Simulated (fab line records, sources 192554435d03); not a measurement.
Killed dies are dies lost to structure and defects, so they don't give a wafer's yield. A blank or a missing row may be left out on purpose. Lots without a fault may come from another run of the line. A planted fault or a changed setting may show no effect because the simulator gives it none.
fab line records | flow n5_finfet
record lots=10 wafers=29 last_day=18
route steps=1938 shown BEOL_M3@933 BEOL_M4@1111 PASSIVATION@1936
lots that met no fault: from a run of the same line without faults
start_h: hours from the record's first day to the start of the lot's first wafer shown | wait_h: hours since the lot's step before | " the same as in the row above | L1.1+2: a row that stands for several wafers | - no value, or no start given | * or withheld: withheld | < > ~ a bound
route shown NAME@n: a module of which the file shows steps, and the number in the route of the first | usual: mean/standard deviation of fault-free wafers | same: alike in all rows | chamber/n: place in a boat | sites: the reading at each site | _std_site: their standard deviation | _edge_site: outer sites' mean less inner sites' | radius_mm: how far each site lies from the wafer's centre | mask NAME#n: copy n | behind: the tool/chamber that last shaped the wafer | hold: why the lot was held/for how many hours/how that ended | device: the transistor (n, p or np) that didn't switch | end of line: the same wafers' tests at the end of the route | a step without rows: its recipe alone | killed: dies lost to structure and defects at the first sort, not the wafer's yield | map: a wafer's dies, x killed, . not, _ none there
set.NAME: the setting as run; set.NAME@STEP: as run at that earlier step | model.NAME: the simulator's own value behind a step, which no gauge read
steps of the route over a sample of lots; a table a step, a row a wafer
services: from which hour (start_h, from the record's first day; less than 0 if before it) a tool's chamber was out of use, for how many hours, and why
## steps
# step N5_BEOL_M3_PECVD_72
# recipe material=SiO2 target_thk_a=160 temp_c=400 precursor=TEOS/O2 pressure_torr=5.5 rf_w=450 teos_flow_sccm=53.8 gas=O2 flow_sccm=3000 time_s=18
# usual heater_power_w=793/85 showerhead_plenum_p_Torr=8.77/0.054 throttle_valve_pct=22.3/1.3
# columns lot.wafer tool chamber start_h wait_h heater_power_w showerhead_plenum_p_Torr throttle_valve_pct
L144.1 pecvd-02 2 154.09 0.0 850 8.80 20.1
L144.2 " 1 " " 676 8.68 20.8
L144.4 " 0 " " 779 8.72 21.0
L145.1 pecvd-01 2 160.31 0.0 829 8.84 21.6
L145.2 " 1 " " 668 8.74 21.6
L145.5 " 0 " " 848 8.80 24.5
L150.2 pecvd-01 0 196.54 0.0 869 8.81 24.4
L150.4 " 2 " " 816 8.85 21.5
L150.6 " 0 " " 851 8.82 24.2
L151.1 pecvd-01 2 197.79 0.0 789 8.83 21.3
L151.2 " 1 " " 727 8.75 21.6
L151.3 " 0 " " 893 8.82 24.5
L152.2 pecvd-01 0 207.54 0.0 867 8.83 24.6
L152.4 " 1 " " 796 8.74 21.7
L152.5 " 0 " " 881 8.83 24.4
L154.2 pecvd-01 2 220.33 0.0 826 8.80 21.8
L154.3 " 0 " " 785 8.82 24.6
L154.6 " 1 " " 702 8.74 21.5
L155.3 pecvd-01 2 220.89 0.0 943 8.85 21.5
L155.4 " 0 " " 756 8.83 24.4
L161.1 pecvd-01 0 255.88 0.0 804 8.81 24.9
L161.3 " 1 " " 710 8.77 21.7
L161.4 " 1 " " 707 8.75 21.5
L164.1 pecvd-03 0 279.28 0.0 698 8.74 23.8
L164.4 " 2 " " 929 8.70 22.2
L164.5 " 0 " " 703 8.75 23.7
L165.1 pecvd-03 2 302.65 0.0 898 8.71 22.2
L165.3 " 0 " " 805 8.76 23.9
L165.5 " 0 " " 780 8.75 23.7
# step N5_BEOL_M3_SPUTTER_88
# recipe material=Cu target_thk_a=45 temp_c=-20 chamber_pressure_pa=0.07 power_w=withheld time_s=8.29
# usual chuck_gas_flow_sccm=1.26/0.05 throttle_valve_pct=29.9/0.78
# columns lot.wafer tool chamber start_h wait_h chuck_gas_flow_sccm throttle_valve_pct
L144.1 pvd_sputter-02 - 161.49 0.1 1.21 28.9
L144.2 " - " " 1.27 29.1
L144.4 " - " " 1.25 28.7
L145.1 pvd_sputter-02 - 165.29 0.1 1.28 29.2
L145.2 " - " " 1.29 31.1
L145.5 " - " " 1.20 28.5
L150.2 pvd_sputter-03 - 201.24 0.1 1.22 29.8
L150.4 " - " " 1.32 29.2
L150.6 " - " " 1.28 30.7
L151.1 pvd_sputter-03 - 203.28 0.1 1.31 29.5
L151.2 " - " " 1.28 29.2
L151.3 " - " " 1.16 29.4
L152.2 pvd_sputter-01 - 212.91 0.1 1.31 30.8
L152.4 " - " " 1.28 30.3
L152.5 " - " " 1.15 29.9
L154.2 pvd_sputter-03 - 226.67 0.1 1.25 29.6
L154.3 " - " " 1.29 29.0
L154.6 " - " " 1.27 30.5
L155.3 pvd_sputter-03 - 229.13 0.1 1.23 30.4
L155.4 " - " " 1.22 29.3
L161.1 pvd_sputter-02 - 261.10 0.1 1.30 31.4
L161.3 " - " " 1.26 29.7
L161.4 " - " " 1.24 28.6
L164.1 pvd_sputter-02 - 288.66 0.1 1.24 28.6
L164.4 " - " " 1.24 31.2
L164.5 " - " " 1.30 29.2
L165.1 pvd_sputter-02 - 308.04 0.1 1.32 29.1
L165.3 " - " " 1.25 28.7
L165.5 " - " " 1.25 28.9
# step N5_BEOL_M3_SPUTTER_92
# recipe material=Cu target_thk_a=45 temp_c=-20 chamber_pressure_pa=0.07 power_w=withheld time_s=8.29
# usual chuck_gas_flow_sccm=1.27/0.056 throttle_valve_pct=29.8/0.76
# columns lot.wafer tool chamber start_h wait_h chuck_gas_flow_sccm throttle_valve_pct
L144.1 pvd_sputter-02 - 161.93 0.1 1.20 28.7
L144.2 " - " " 1.22 29.2
L144.4 " - " " 1.31 28.6
L145.1 pvd_sputter-02 - 165.73 0.1 1.33 29.3
L145.2 " - " " 1.27 31.1
L145.5 " - " " 1.26 28.6
L150.2 pvd_sputter-03 - 201.68 0.1 1.16 29.4
L150.4 " - " " 1.25 29.0
L150.6 " - " " 1.22 30.4
L151.1 pvd_sputter-03 - 203.72 0.1 1.35 29.5
L151.2 " - " " 1.28 29.0
L151.3 " - " " 1.22 29.8
L152.2 pvd_sputter-01 - 213.35 0.1 1.23 30.9
L152.4 " - " " 1.24 30.2
L152.5 " - " " 1.20 30.6
L154.2 pvd_sputter-03 - 227.11 0.1 1.24 29.2
L154.3 " - " " 1.28 29.1
L154.6 " - " " 1.17 30.5
L155.3 pvd_sputter-03 - 229.57 0.1 1.15 30.2
L155.4 " - " " 1.24 29.3
L161.1 pvd_sputter-02 - 261.54 0.1 1.30 31.1
L161.3 " - " " 1.26 30.4
L161.4 " - " " 1.23 28.6
L164.1 pvd_sputter-02 - 289.10 0.1 1.32 28.6
L164.4 " - " " 1.40 31.3
L164.5 " - " " 1.23 29.0
L165.1 pvd_sputter-02 - 308.48 0.1 1.24 29.2
L165.3 " - " " 1.30 28.9
L165.5 " - " " 1.23 29.0
# step N5_BEOL_M3_CMP_52
# recipe stop_on=SiOC t_overpolish_s=6.8 down_force_psi=1 platen_rpm=50 clearing_platen_down_force_psi=1.5 clearing_platen_rpm=50 post_cmp_clean=cu_alkaline target_thk_nm=40 clearing_platen_pad_velocity_m_s=0.99484 pad_velocity_m_s=0.99484
# usual barrier_field_endpoint_s=24.9/0.7 motor_current_A=5.9/0.6 overpolish_run_s=6.800/0.0084
# columns lot.wafer tool chamber start_h wait_h barrier_field_endpoint_s motor_current_A overpolish_run_s
L144.1 cmp-01 2 166.64 0.3 25.4 5.7 6.808
L144.2 " 3 " " 24.5 5.7 6.799
L144.4 " 0 " " 25.7 5.9 6.800
L145.2 cmp-02 3 170.31 0.2 25.1 5.5 6.798
L145.1 " 0 " " 25.4 6.8 6.804
L145.5 " 0 " " 25.7 6.8 6.806
L150.4 cmp-02 2 206.51 0.4 25.2 5.5 6.795
L150.2 " 3 " " 25.5 6.0 6.805
L150.6 " 3 " " 25.2 6.1 6.801
L151.3 cmp-02 0 207.03 0.2 25.5 6.9 6.796
L151.2 " 1 " " 25.4 5.1 6.786
L151.1 " 3 " " 25.7 5.6 6.787
L152.2 cmp-03 2 218.02 0.2 24.7 5.3 6.790
L152.4 " 1 " " 25.1 5.4 6.790
L152.5 " 2 " " 25.1 5.8 6.803
L154.3 cmp-03 2 228.33 0.2 41.2 6.0 0.066
L154.2 " 0 " " 24.9 6.6 6.806
L154.6 " 1 " " 24.0 5.3 6.811
L155.3 cmp-02 1 232.17 1.8 41.2 5.2 0.046
L155.4 " 2 " " 41.2 5.7 0.037
L161.1 cmp-01 2 265.51 0.3 24.7 5.8 6.807
L161.4 " 3 " " 41.2 5.6 0.037
L161.3 " 0 " " 41.2 6.0 0.038
L164.1 cmp-03 0 290.07 0.3 24.1 6.3 6.801
L164.4 " 1 " " 26.0 5.4 6.802
L164.5 " 0 " " 24.8 6.5 6.794
L165.3 cmp-03 3 309.46 0.2 24.5 7.3 6.794
L165.1 " 1 " " 24.7 5.5 6.798
L165.5 " 3 " " 24.8 7.6 6.778
# step N5_BEOL_M3_CO_CAP_55
# recipe material=Co target_thk_a=20 temp_c=200 precursor=CCTBA/H2 pressure_torr=30 time_s=102.1
# usual heater_power_w=242/26
# columns lot.wafer tool chamber start_h wait_h heater_power_w
L144.1 cvd_co-02 0 166.97 0.0 274
L144.2 " 1 " " 270
L144.4 " 1 " " 278
L145.1 cvd_co-02 0 170.68 0.0 281
L145.2 " 2 " " 213
L145.5 " 2 " " 228
L150.2 cvd_co-02 2 206.88 0.0 228
L150.4 " 1 " " 282
L150.6 " 0 " " 276
L151.1 cvd_co-02 1 207.40 0.0 275
L151.2 " 2 " " 223
L151.3 " 0 " " 275
L152.2 cvd_co-01 2 218.39 0.0 210
L152.4 " 0 " " 232
L152.5 " 1 " " 230
L154.2 cvd_co-01 2 228.67 0.0 208
L154.3 " 0 " " 229
L154.6 " 2 " " 211
L155.3 cvd_co-01 0 232.70 0.0 231
L155.4 " 1 " " 225
L161.1 cvd_co-01 1 265.88 0.0 224
L161.3 " 2 " " 206
L161.4 " 2 " " 207
L164.1 cvd_co-01 2 290.40 0.0 213
L164.4 " 2 " " 205
L164.5 " 1 " " 222
L165.1 cvd_co-02 2 309.80 0.0 217
L165.3 " 1 " " 272
L165.5 " 0 " " 276
# step N5_BEOL_M4_RC_MEAS_101
# usual DIBL_N=35.7/1.3 DIBL_P=35.4/1.8 IOFF_N=0.152/0.027 IOFF_P=0.20/0.034 ION_N=672/9.8 ION_P=461/7.5 SS_N=71.4/0.55 SS_P=73.1/0.61 VT_N=251/3.3 VT_P=-251/3.6
# columns lot.wafer tool chamber start_h wait_h DIBL_N[mV/V] DIBL_P[mV/V] IOFF_N[nA/um] IOFF_P[nA/um] ION_N[uA/um] ION_P[uA/um] SS_N[mV/dec] SS_P[mV/dec] VT_N[mV] VT_P[mV]
L144.1 prober-01 0 179.12 0.0 38.6 38.5 0.217 0.30 674 468 72.4 74.4 248 -244
L144.2 " 0 " " 34.7 32.9 0.139 0.21 671 463 71.0 72.9 251 -249
L144.4 " 0 " " 34.8 34.2 0.144 0.22 673 460 71.6 73.5 251 -248
L145.1 prober-02 0 181.19 0.0 34.3 36.0 0.149 0.18 676 457 70.9 72.8 252 -255
L145.2 " 0 " " 34.6 34.9 0.144 0.17 664 455 71.6 72.0 254 -253
L145.5 " 0 " " 33.5 35.0 0.146 0.17 670 459 70.7 73.0 251 -252
L150.2 prober-02 0 218.47 0.6 33.7 32.3 0.114 0.16 666 458 70.7 72.2 256 -253
L150.4 " 0 " " 35.1 34.0 0.131 0.19 674 463 71.6 72.7 255 -253
L150.6 " 0 " " 33.6 32.7 0.112 0.17 666 467 72.0 72.5 255 -255
L151.1 prober-02 0 219.25 0.4 36.5 34.9 0.147 0.19 671 458 72.1 73.5 251 -248
L151.2 " 0 " " 37.6 35.7 0.154 0.21 669 459 71.6 73.0 250 -251
L151.3 " 0 " " 37.4 36.3 0.156 0.21 675 458 72.1 73.0 253 -249
L152.2 prober-02 0 227.33 0.2 37.7 38.4 0.186 0.26 680 466 72.5 74.4 250 -245
L152.4 " 0 " " 35.7 35.6 0.148 0.22 662 463 71.3 73.1 250 -248
L152.5 " 0 " " 34.8 34.8 0.139 0.21 677 465 70.7 73.3 250 -248
L154.2 prober-02 0 240.16 0.2 35.2 34.3 0.139 0.16 649 445 71.2 73.1 252 -256
L154.3 " 0 " " 34.1 33.3 0.125 0.15 659 449 70.1 73.0 251 -256
L154.6 " 0 " " 35.6 35.7 0.146 0.17 653 445 71.2 73.2 254 -256
L155.3 prober-02 0 241.64 0.5 35.7 35.6 0.138 0.18 673 454 72.0 72.6 254 -255
L155.4 " 0 " " 37.2 36.9 0.161 0.21 675 454 72.1 73.0 250 -253
L161.1 prober-01 0 275.44 0.0 35.3 34.9 0.143 0.18 676 459 71.4 72.9 252 -253
L161.3 " 0 " " 34.3 33.2 0.123 0.17 666 457 70.4 72.6 254 -254
L161.4 " 0 " " 34.0 33.3 0.126 0.18 667 460 70.9 72.6 252 -252
L164.1 prober-01 0 308.16 0.0 34.3 34.6 0.123 0.18 663 458 71.2 72.0 253 -252
L164.4 " 0 " " 36.4 36.6 0.150 0.20 673 464 71.5 73.5 250 -250
L164.5 " 0 " " 35.3 35.2 0.124 0.17 667 456 71.2 72.7 253 -251
L165.1 prober-02 0 318.48 0.0 34.8 33.5 0.121 0.19 674 459 70.5 73.0 254 -252
L165.3 " 0 " " 33.8 32.4 0.104 0.17 653 457 70.8 72.3 259 -253
L165.5 " 0 " " 35.4 34.7 0.132 0.20 668 467 71.3 73.0 252 -249
# step N5_PASSIVATION_PROBE_49
# usual defect_limited_yield=91.5/1.3 killed_at_M0_to_M3=33/11 killed_at_M4_up=14/5.3 killed_at_contacts=11/6.3 killed_at_front_end=38/10 killed_at_other=3.7/2.8 killed_dies=101/16 killed_open=67/12 killed_short=32/7.4 sort_bin_5_function=5.0/0.86 sort_bin_6_memory=3.2/0.69 sort_n_pass=1079/16 sort_yield_pct=91.5/1.3
# same gross_dies=1180 killed_at_back_side=0 sort_bin_4_leakage[%]=0 sort_bin_8_speed[%]=0
# columns lot.wafer tool chamber start_h wait_h defect_limited_yield[%] killed_at_M0_to_M3 killed_at_M4_up killed_at_contacts killed_at_front_end killed_at_other killed_dies killed_open killed_short sort_bin_5_function[%] sort_bin_6_memory[%] sort_n_pass sort_yield_pct[%]
L150.2 prober-01 - 317.91 0.1 90.2 46 5 24 38 3 116 79 37 6.2 3.1 1064 90.2
L150.4 prober-01 - 318.01 0.2 91.2 27 9 24 35 9 104 70 33 5.3 2.9 1076 91.2
L155.3 prober-02 - 350.55 0.1 93.8 31 11 1 24 6 73 44 28 4.0 2.2 1107 93.8
L161.1 prober-01 - 372.02 0.0 92.2 32 13 7 38 2 92 58 30 4.9 2.5 1088 92.2
L161.3 prober-01 - 372.12 0.1 91.2 28 13 15 45 3 104 68 30 4.4 4.0 1076 91.2
L161.4 prober-01 - 372.17 0.2 93.6 24 12 5 33 2 76 36 37 3.9 2.2 1104 93.6
# killed by level:class
L150.2 MOL_CONTACT_COAG:geometric_particle:open=20 BEOL_M2:geometric_particle:open=13 BEOL_M0_SAQP:geometric_particle:short=10 FIN_SAQP:geometric_particle:open=8 FIN_SAQP:geometric_particle:short=8 STI_FIN_REVEAL:geometric_particle:open=6 BEOL_M1:geometric_particle:open=6 BEOL_M3:geometric_particle:open=5
L150.4 MOL_CONTACT_COAG:geometric_particle:open=19 BEOL_M0_SAQP:geometric_particle:short=12 STI_FIN_REVEAL:geometric_particle:open=12 BEOL_M0_SAQP:geometric_particle:open=6 MOL_CONTACT_COAG:geometric_particle:short=5 BEOL_M2:geometric_particle:open=5 FIN_SAQP:geometric_particle:open=4 STARTING-WAFER:geometric_particle:short=4
L155.3 BEOL_M1:geometric_particle:open=10 BEOL_M0_SAQP:geometric_particle:open=8 DUMMY_GATE:geometric_particle:open=7 BEOL_M4:geometric_particle:open=6 FIN_SAQP:geometric_particle:short=5 BEOL_M3:geometric_particle:open=5 PAD_METAL:geometric_particle:short=4 BEOL_M1:geometric_particle:short=3
L161.1 FIN_SAQP:geometric_particle:open=9 BEOL_M0_SAQP:geometric_particle:short=9 BEOL_M0_SAQP:geometric_particle:open=9 FIN_SAQP:geometric_particle:short=7 MOL_CONTACT_COAG:geometric_particle:open=7 BEOL_M2:geometric_particle:open=6 DUMMY_GATE:geometric_particle:open=4 GATE_CUT:geometric_particle:short=4
L161.3 MOL_CONTACT_COAG:geometric_particle:open=11 FIN_SAQP:geometric_particle:open=10 BEOL_M2:geometric_particle:open=9 FIN_SAQP:geometric_particle:short=6 GATE_CUT:geometric_particle:short=6 BEOL_M0_SAQP:geometric_particle:open=6 DUMMY_GATE:geometric_particle:open=5 BEOL_M1:geometric_particle:open=5
L161.4 BEOL_M0_SAQP:geometric_particle:short=8 FIN_SAQP:geometric_particle:open=6 FIN_SAQP:geometric_particle:short=6 GATE_CUT:geometric_particle:short=5 MOL_CONTACT_COAG:geometric_particle:open=5 BEOL_M4:geometric_particle:open=5 BEOL_M0_SAQP:geometric_particle:open=4 BEOL_M2:geometric_particle:short=4
## services
# columns tool chamber start_h hours kind
pecvd-01 1 148.27 5.6 repair
cmp-01 - 148.41 7.1 pm
pecvd-03 - 152.71 6.0 pm
cvd_co-01 - 153.72 6.9 pm
cmp-03 - 158.01 2.5 repair
cmp-02 - 163.29 4.1 repair
cvd_co-02 - 168.66 0.6 repair
cmp-03 - 175.35 4.0 pm
cvd_co-01 2 189.17 15.3 repair
cmp-02 - 198.41 1.0 repair
cvd_co-01 1 205.77 4.3 repair
cvd_co-01 0 208.60 9.6 repair
pecvd-01 - 224.56 28.1 pm
cvd_co-02 - 227.63 6.0 pm
cvd_co-02 - 243.17 20.8 repair
cmp-03 - 244.11 0.9 repair
cmp-03 - 247.32 3.2 pm
cmp-02 - 258.91 4.0 pm
cmp-03 - 263.86 5.5 pm
cmp-03 - 273.61 1.6 repair
cmp-02 - 277.43 2.4 repair
cmp-02 - 283.59 2.3 repair
pvd_sputter-03 - 285.89 3.8 repair
cmp-03 - 292.65 2.2 repair
## key
first_sign step=N5_BEOL_M3_CMP_52 reading=overpolish_run_s direction=down sigmas=99+ usual=6.800 struck=0.045
effect step=N5_BEOL_M3_CMP_52 reading=barrier_field_endpoint_s direction=up sigmas=23 usual=24.9 struck=41.2
met_at N5_BEOL_M3_PECVD_72
struck_lots L154,L155,L161
struck_wafers L154.3,L155.3,L155.4,L161.3,L161.4
not_acting_at N5_BEOL_M3_SPUTTER_88,N5_BEOL_M3_SPUTTER_92,N5_BEOL_M3_CO_CAP_55
onset_between 207.54 220.33
fault kind=process_parameter_drift tool=pecvd-01 chamber=- onset_h=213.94 steps=N5_BEOL_M3_PECVD_72 channel=time_s offset=* shape=step end_h=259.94 scope=struck_wafers_only acts_in=* stated=*
